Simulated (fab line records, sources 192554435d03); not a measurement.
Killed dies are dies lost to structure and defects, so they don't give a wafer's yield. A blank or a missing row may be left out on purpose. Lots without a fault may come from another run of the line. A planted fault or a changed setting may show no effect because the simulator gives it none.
Split-lot experiment | flow n5_finfet | 7 lots, 39 wafers read, on a route of 1938 steps

THE SPLIT
At N5_PASSIVATION_ETCH_15 (etches SiCN in CF4/N2, target depth 75 nm, time 81.2 s), the setting target_depth_a was moved away from the recipe's 750 angstrom on 18 of the 39 wafers read, by -56.3% to +19.5%. The other wafers ran this setting at the recipe's value.

The reading is taken at the split's own step.

THE READING
etch.depth_nm (the simulator's own value, which no gauge read), in nm, at N5_PASSIVATION_ETCH_15 (etches SiCN in CF4/N2, target depth 75 nm, time 81.2 s). The file gives no usual value for it. The 21 wafers here that ran the recipe average 65.15 nm, standard deviation 0.77 nm.

wafer  | tool, chamber at the split | target_depth_a as run, angstrom | against the recipe | etch.depth_nm, nm | against lot-mates on the recipe
L075.1 | rie_diel-02, 1             | 896.5                           | +19.5%             | 77.43             | +11.74
L075.2 | rie_diel-02, 3             | 896.5                           | +19.5%             | 78.53             | +12.84
L075.3 | rie_diel-02, 2             | 750                             | recipe             | 65.44             | -
L075.4 | rie_diel-02, 0             | 750                             | recipe             | 66.47             | -
L075.5 | rie_diel-02, 2             | 750                             | recipe             | 65.15             | -
L075.6 | rie_diel-02, 1             | 896.5                           | +19.5%             | 77.75             | +12.06
L078.1 | rie_diel-02, 0             | 591.5                           | -21.1%             | 52.78             | -12.45
L078.2 | rie_diel-02, 3             | 750                             | recipe             | 65.59             | -
L078.3 | rie_diel-02, 2             | 750                             | recipe             | 65.35             | -
L078.4 | rie_diel-02, 1             | 750                             | recipe             | 64.76             | -
L078.5 | rie_diel-02, 3             | 591.5                           | -21.1%             | 51.18             | -14.05
L078.6 | rie_diel-02, 2             | 591.5                           | -21.1%             | 51.47             | -13.76
L079.1 | rie_diel-05, 3             | 750                             | recipe             | 66.8              | -
L079.2 | rie_diel-05, 0             | 630.1                           | -16.0%             | 55.48             | -10.23
L079.3 | rie_diel-05, 1             | 750                             | recipe             | 64.81             | -
L079.4 | rie_diel-05, 2             | 630.1                           | -16.0%             | 56.02             | -9.69
L079.5 | rie_diel-05, 0             | 750                             | recipe             | 65.52             | -
L079.6 | rie_diel-05, 1             | 630.1                           | -16.0%             | 54.27             | -11.44
L083.1 | rie_diel-02, 3             | 750                             | recipe             | 65.53             | -
L083.2 | rie_diel-02, 1             | 750                             | recipe             | 64.36             | -
L083.3 | rie_diel-02, 2             | 630                             | -16.0%             | 55.35             | -9.53
L083.4 | rie_diel-02, 0             | 630                             | -16.0%             | 56.57             | -8.31
L083.5 | rie_diel-02, 2             | 630                             | -16.0%             | 55.5              | -9.38
L083.6 | rie_diel-02, 1             | 750                             | recipe             | 64.75             | -
L082.1 | rie_diel-06, 2             | 750                             | recipe             | 64.3              | -
L082.2 | rie_diel-06, 1             | 402                             | -46.4%             | 35.61             | -29.17
L082.3 | rie_diel-06, 3             | 402                             | -46.4%             | 35.49             | -29.29
L082.4 | rie_diel-06, 0             | 402                             | -46.4%             | 35.27             | -29.51
L082.5 | rie_diel-06, 2             | 750                             | recipe             | 64.17             | -
L082.6 | rie_diel-06, 3             | 750                             | recipe             | 65.87             | -
L091.1 | rie_diel-06, 2             | 750                             | recipe             | 63.53             | -
L091.2 | rie_diel-06, 3             | 750                             | recipe             | 65.24             | -
L091.3 | rie_diel-06, 0             | 327.9                           | -56.3%             | 28.67             | -36.12
L091.4 | rie_diel-06, 0             | 750                             | recipe             | 65.61             | -
L091.5 | rie_diel-06, 2             | 327.9                           | -56.3%             | 28.05             | -36.74
L091.6 | rie_diel-06, 3             | 327.9                           | -56.3%             | 28.58             | -36.21
L095.2 | rie_diel-06, 0             | 750                             | recipe             | 65.72             | -
L095.3 | rie_diel-06, 2             | 750                             | recipe             | 64.21             | -
L095.6 | rie_diel-06, 3             | 750                             | recipe             | 65.05             | -

THE FIT
A straight line over all 39 wafers: etch.depth_nm changes by +0.646 nm for each +1% of target_depth_a; r = +1.00; the points scatter about the line by 0.75 nm.
The same after taking each lot's own level away (the mean of its wafers on the recipe; 39 wafers): +0.638 nm for each +1%; r = +1.00; scatter 0.72 nm.
On that fit, the largest move of target_depth_a shifts the reading by 36 nm.
The lots' own levels span 64.780 to 65.710 nm, that is 1.2 times the standard deviation above.
So the lot-to-lot level changes the slope little: the two slopes agree.
Check: with one of the wafers moved furthest among these (-56.3%) left out of the fit, the line predicts -35.8 nm for it against its lot-mates. It came out at -36.1 nm against them.

THE WHOLE CHAIN: every reading that the file lists as answering this split, in the file's order
step                    | what it does                                           | reading                                                        | change (the file's fit)                                                       | r (the file's)
N5_PASSIVATION_ETCH_15  | etches SiCN in CF4/N2, target depth 75 nm, time 81.2 s | etch.depth_nm (the simulator's own value, which no gauge read) | +0.637 nm for each +1% of the setting                                         | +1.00
N5_PASSIVATION_PROBE_49 |                                                        | killed_at_other                                                | not straight: 1059 at the lowest setting, 2.5 at the recipe, 3 at the highest | not given

THE FILE'S OWN FIT
etch.depth_nm changes by +0.637 nm for each +1% of target_depth_a, r = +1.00.
